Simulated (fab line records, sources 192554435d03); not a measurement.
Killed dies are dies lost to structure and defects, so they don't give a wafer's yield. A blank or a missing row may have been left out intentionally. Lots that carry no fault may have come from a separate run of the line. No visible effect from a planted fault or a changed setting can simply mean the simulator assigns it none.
Split-lot experiment / flow n5 finfet / 7 lots, 21 wafers read, on a route of 1938 steps

## THE SPLIT ITSELF
At N5_BEOL_M3_TRENCH_ETCH_37 (etches SiOC in C4F6/O2, target depth 55.555 nm, time 29.2 s), the setting bias w was moved away from the recipe's 185 W on 11 of the 21 wafers read, by -17.0% to +15.6%. This setting was run at the recipe's value on the other wafers.

The reading comes from the split's own step.

## THE READING
rf vpp V, in V, at N5_BEOL_M3_TRENCH_ETCH_37 (etches SiOC in C4F6/O2, target depth 55.555 nm, time 29.2 s). Typical for fault-free wafers on this fab line: 672 V, with standard deviation 20 V.

wafer=L074.1; tool, chamber at the split=rie diel-04, 3; bias w as run, W=185; against the recipe=recipe; rf vpp V, V=691; against lot-mates on the recipe=-
wafer=L074.2; tool, chamber at the split=rie diel-04, 1; bias w as run, W=185; against the recipe=recipe; rf vpp V, V=675; against lot-mates on the recipe=-
wafer=L074.5; tool, chamber at the split=rie diel-04, 0; bias w as run, W=185; against the recipe=recipe; rf vpp V, V=634; against lot-mates on the recipe=-
wafer=L078.1; tool, chamber at the split=rie diel-01, 2; bias w as run, W=185; against the recipe=recipe; rf vpp V, V=664; against lot-mates on the recipe=-
wafer=L078.3; tool, chamber at the split=rie diel-01, 1; bias w as run, W=213.8; against the recipe=+15.6%; rf vpp V, V=758; against lot-mates on the recipe=+76
wafer=L078.6; tool, chamber at the split=rie diel-01, 0; bias w as run, W=185; against the recipe=recipe; rf vpp V, V=700; against lot-mates on the recipe=-
wafer=L080.1; tool, chamber at the split=rie diel-01, 2; bias w as run, W=185; against the recipe=recipe; rf vpp V, V=665; against lot-mates on the recipe=-
wafer=L080.4; tool, chamber at the split=rie diel-01, 3; bias w as run, W=172.5; against the recipe=-6.8%; rf vpp V, V=615; against lot-mates on the recipe=-50
wafer=L080.5; tool, chamber at the split=rie diel-01, 2; bias w as run, W=172.5; against the recipe=-6.8%; rf vpp V, V=629; against lot-mates on the recipe=-36
wafer=L083.3; tool, chamber at the split=rie diel-01, 0; bias w as run, W=157.2; against the recipe=-15.0%; rf vpp V, V=614; against lot-mates on the recipe=-62
wafer=L083.5; tool, chamber at the split=rie diel-01, 1; bias w as run, W=185; against the recipe=recipe; rf vpp V, V=676; against lot-mates on the recipe=-
wafer=L083.6; tool, chamber at the split=rie diel-01, 2; bias w as run, W=157.2; against the recipe=-15.0%; rf vpp V, V=584; against lot-mates on the recipe=-92
wafer=L085.1; tool, chamber at the split=rie diel-03, 2; bias w as run, W=185; against the recipe=recipe; rf vpp V, V=691; against lot-mates on the recipe=-
wafer=L085.5; tool, chamber at the split=rie diel-03, 0; bias w as run, W=153.5; against the recipe=-17.0%; rf vpp V, V=600; against lot-mates on the recipe=-82
wafer=L085.6; tool, chamber at the split=rie diel-03, 1; bias w as run, W=185; against the recipe=recipe; rf vpp V, V=673; against lot-mates on the recipe=-
wafer=L088.2; tool, chamber at the split=rie diel-01, 3; bias w as run, W=156.1; against the recipe=-15.6%; rf vpp V, V=570; against lot-mates on the recipe=-81
wafer=L088.5; tool, chamber at the split=rie diel-01, 3; bias w as run, W=185; against the recipe=recipe; rf vpp V, V=651; against lot-mates on the recipe=-
wafer=L088.6; tool, chamber at the split=rie diel-01, 2; bias w as run, W=156.1; against the recipe=-15.6%; rf vpp V, V=579; against lot-mates on the recipe=-72
wafer=L097.1; tool, chamber at the split=rie diel-01, 2; bias w as run, W=161.6; against the recipe=-12.6%; rf vpp V, V=597; against lot-mates on the recipe=no lot-mate on the recipe
wafer=L097.2; tool, chamber at the split=rie diel-01, 3; bias w as run, W=161.6; against the recipe=-12.6%; rf vpp V, V=586; against lot-mates on the recipe=no lot-mate on the recipe
wafer=L097.6; tool, chamber at the split=rie diel-01, 0; bias w as run, W=161.6; against the recipe=-12.6%; rf vpp V, V=628; against lot-mates on the recipe=no lot-mate on the recipe

THE FIT
A straight line over all 21 wafers: rf vpp V changes by +5.37 V for each +1% of bias w; r = +0.93; the points scatter about the line by 18 V.
The same after taking each lot's own level away (the mean of its wafers on the recipe; 18 wafers): +4.98 V for each +1%; r = +0.95; scatter 14 V.
The reading moves by 85 V for the largest change in bias w, on that fit.
Across the lots, their own levels run from 651.0 to 682.0 V, a range of 1.6 times the standard deviation given above.
So the lot-to-lot level changes the slope little: the two slopes agree.
Check: -86.7 V against its lot-mates is what the line predicts for one of the wafers moved furthest among these (-17.0%) when that wafer is left out of the fit. Against them it came out at -82 V.
Tool readings at the split's step, against how far the setting was moved: rf vpp V r = +0.93.

## OTHER SPLITS ON THESE WAFERS
Other splits were also applied to these wafers ahead of the reading. Each is held against what the fit with the lots' levels taken away leaves over:
other split on the same wafers=N5_BEOL_M1_TRENCH_ETCH_37 time s; wafers away from the commonest value=5; r with rf vpp V (lot level and that fit taken away)=-0.20
other split on the same wafers=N5_BEOL_M2_ALD_98 ald cycles; wafers away from the commonest value=6; r with rf vpp V (lot level and that fit taken away)=-0.29
other split on the same wafers=N5_BEOL_M2_SPUTTER_92 time s; wafers away from the commonest value=6; r with rf vpp V (lot level and that fit taken away)=-0.10
other split on the same wafers=N5_BEOL_M3_DESCUM_33 time s; wafers away from the commonest value=7; r with rf vpp V (lot level and that fit taken away)=+0.19

## FILE'S OWN FIT
rf vpp V changes by +4.99 V for each +1% of bias w, r = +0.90.
